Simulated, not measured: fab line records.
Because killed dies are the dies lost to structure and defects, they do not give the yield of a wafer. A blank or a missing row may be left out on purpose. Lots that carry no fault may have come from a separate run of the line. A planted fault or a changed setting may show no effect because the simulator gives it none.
Tool commonality check    flow nandHarc    Lots sampled 7, wafers sampled 18

REASON IT WAS OPENED
On 2 of the 7 lots, a flag is raised at NHARC_END_SORT_01 on the reading killedAtPeriphery. No-fault wafers: 3.8, standard deviation 2.6.
Rule: a lot is flagged when every wafer of it that has a number lies more than 4 standard deviations from that mean, or none has a number. The rest of the lots are taken to be sound.

lot   measured      on         killedAtPeriphery, wafer by wafer  flag
L957  day 25 14:32  prober-01  4 5                                
L961  day 27 03:35  prober-01  0 0 0                              
L960  day 27 05:14  prober-02  4                                  
L964  day 28 14:43  prober-01  5 9 6                              
L963  day 28 15:35  prober-02  3 2 1                              
L972  day 31 21:56  prober-01  31 58 57                           FLAGGED
L973  day 33 06:49  prober-02  59 25 54                           FLAGGED
The mean of the flagged lots' numbers is 47.3, +43.5 from the usual (+17 standard deviations).

EACH LOT AND THE TOOL IT RAN ON
2 process steps preceding the reading are held in the record, out of 1302 steps in the route. Cell contents, in order: the tool; ch with the chambers the sampled wafers went through; the start.
lot   flag     NHARC_P_M0_STRIP_18               NHARC_THIN_TSV_STRIP_45
L957           rieDiel-13 ch 0,1,2, day 7 12:27  plasmaAsher-01 ch 0,1, day 25 00:13
L961           rieDiel-09 ch 0,1,3, day 9 06:21  plasmaAsher-01 ch 0,1, day 26 14:52
L960           rieDiel-09 ch 0,1,2, day 9 04:44  plasmaAsher-01 ch 0,1, day 26 13:49
L964           rieDiel-13 ch 0,2, day 10 21:29   plasmaAsher-02 ch 0, day 28 01:10
L963           rieDiel-06 ch 0,3, day 10 06:14   plasmaAsher-01 ch 1, day 27 23:17
L972  FLAGGED  rieDiel-13 ch 0,3, day 13 20:50   plasmaAsher-02 ch 0,1, day 31 07:11
L973  FLAGGED  rieDiel-13 ch 0,3, day 14 10:43   plasmaAsher-01 ch 0,1, day 32 13:07
What these steps do:
- NHARC_P_M0_STRIP_18: strips in N2/H2.
- NHARC_THIN_TSV_STRIP_45: strips in O2.
- NHARC_END_SORT_01

FLAGGED OVER TOTAL, TOOL BY TOOL (the gauges that took the reading come last)
step                     tool            lots run  flagged  share of the flagged lots  sound lots run after its first flagged lot
NHARC_P_M0_STRIP_18      rieDiel-06      1         0        none                       -
NHARC_P_M0_STRIP_18      rieDiel-09      2         0        none                       -
NHARC_P_M0_STRIP_18      rieDiel-13      4         2        all                        0
NHARC_THIN_TSV_STRIP_45  plasmaAsher-01  5         1        some                       0
NHARC_THIN_TSV_STRIP_45  plasmaAsher-02  2         1        some                       0
NHARC_END_SORT_01        prober-01       4         1        some                       0
NHARC_END_SORT_01        prober-02       3         1        some                       0

THE TABLE: WHAT IT ALLOWS
All flagged lots share 1 row of the table, namely rieDiel-13 at NHARC_P_M0_STRIP_18.
- rieDiel-13 at NHARC_P_M0_STRIP_18 ran 4 lots, 2 of them flagged. A fault beginning between L964 (day 10 21:29), its last sound lot, and L972 (day 13 20:50), its first flagged one, fits the data.
One tool is left: rieDiel-13 at NHARC_P_M0_STRIP_18.

WHAT THE SIMULATOR PUT IN
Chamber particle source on rieDiel-13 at NHARC_P_M0_STRIP_18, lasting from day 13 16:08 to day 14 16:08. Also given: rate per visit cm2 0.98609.
Lots struck among those shown: L972, L973. Same finding as the rule above.
